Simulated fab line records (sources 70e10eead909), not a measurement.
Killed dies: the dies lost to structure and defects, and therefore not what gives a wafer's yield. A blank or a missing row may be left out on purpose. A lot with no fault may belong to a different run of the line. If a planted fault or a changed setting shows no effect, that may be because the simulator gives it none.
Problem report, 8D (eight disciplines) form, completed by code || flow nand-harc || the parts of the form that need people (team, actions taken, sign-off) are left out

1. WHAT IS WRONG
Wafers without a fault read 55, standard deviation 20; killed-at-array at NHARC_END_SORT_01 reads a mean of 644 on 3 wafers belonging to 3 lots. That puts it +29 standard deviations away from the usual mean.
Seen first at day 32 12:11 on prober-01, wafer L630.4. Wafers with a number at this step in the record: 36, from 12 lots. Rule for "out", or "out of limits": more than 4 standard deviations from the usual mean. All remaining wafers that have a number are taken as sound.

2. WHAT IT IS; WHAT IT IS NOT
{"question": "which readings at this step", "is": "killed-at-array, killed-dies", "is not": "killed-at-other, killed-short"}
{"question": "which lots", "is": "L628, L629, L630", "is not": "L610, L611, L612, L613, L616, L617, L619, L622, L633"}
{"question": "which wafers of those lots", "is": "L628.6, L629.2, L630.4", "is not": "L628.4, L628.5, L629.3, L629.6, L630.1, L630.5"}
{"question": "read on which gauges", "is": "prober-01, prober-02", "is not": "-"}
{"question": "when", "is": "from day 32 12:11", "is not": "up to then (25 sound wafers); but 8 sound wafers of L628, L629, L630, L633 came after"}

3. THE SUSPECTS, EACH WITH WHAT RULES IT OUT
Counting: any tool at a process step up to the reading remains a suspect provided it ran every lot that is out. Sound lots after the first of them don't rule it out here, since some wafers of a struck lot are sound.
- the gauge at NHARC_END_SORT_01 is ruled out. Those wafers that are out were read across 2 gauges (prober-01, prober-02).
- rie-diel-04 at NHARC_A_STAIRCASE_ETCH_188 (etches the open film in C4F8/O2, target depth 100 nm, time 40.5 s): kept. Ran every lot that is out, first one L628 (day 24 01:37); last sound lot up to then L622 (day 20 14:35). Because NHARC_A_STAIRCASE_ETCH_188 lacks a start for some lots, the hours and order of its lots are taken from NHARC_A_STAIRCASE_TRIM_191.
- rie-diel-04 at NHARC_A_STAIRCASE_TRIM_191 (chemistry O2, time 211.2 s): kept. Ran every lot that is out, first one L628 (day 24 01:37); last sound lot up to then L622 (day 20 14:35). Its own oes-product-au readings are out on those wafers.
- Within rie-diel-04 at NHARC_A_STAIRCASE_TRIM_191: the wafers that are out ran in chamber 0; their sound lot-mates ran in chambers 1, 2, 3.
The count leaves rie-diel-04 at NHARC_A_STAIRCASE_TRIM_191 and rie-diel-04 at NHARC_A_STAIRCASE_ETCH_188.

4. THE CAUSE (what the simulator had put in)
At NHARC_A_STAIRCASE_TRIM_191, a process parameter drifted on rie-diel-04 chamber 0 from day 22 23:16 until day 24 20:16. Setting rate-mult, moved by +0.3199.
Counting leaves 2 suspects; this tool is one of them.

5. SEQUENCE OF EFFECTS, ordered by route
Each row: a reading whose mean over the struck wafers that have a number lies more than 3 standard deviations from the usual. Only readings whose record carries a usual standard deviation are examined. hours: median over the lots of the time between each lot's start at the first step of this table that gives one and its start at this step. sigmas: the change, counted in usual standard deviations.
{"hours": 0, "step": "NHARC_A_STAIRCASE_TRIM_191", "reading": "oes-product-au", "usual": "0.999 a.u.", "on struck wafers": 1.172, "change": "+0.173", "sigmas": "+16"}
{"hours": 208, "step": "NHARC_END_SORT_01", "reading": "killed-at-array", "usual": 55, "on struck wafers": 644, "change": "+589", "sigmas": "+29"}
{"hours": 208, "step": "NHARC_END_SORT_01", "reading": "killed-dies", "usual": 60, "on struck wafers": 650, "change": "+590", "sigmas": "+28"}
It contains these process steps:
- NHARC_A_STAIRCASE_TRIM_191: chemistry O2, time 211.2 s.

6. HOW IT WOULD HAVE BEEN CAUGHT EARLIER
In this record the first reading out of limits at a measuring or inspecting step was taken at day 32 12:11, 229 hours after the fault began at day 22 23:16.
The tool's own readings at NHARC_A_STAIRCASE_TRIM_191 were out on every struck wafer that the step has a row for (oes-product-au): an alarm limit on them would have fired on the first of those.
Each of the lots that are out, 3 in all, had begun NHARC_A_STAIRCASE_TRIM_191 on rie-diel-04 no later than day 32 12:11. Holding the tool at that point would not have protected any of them.
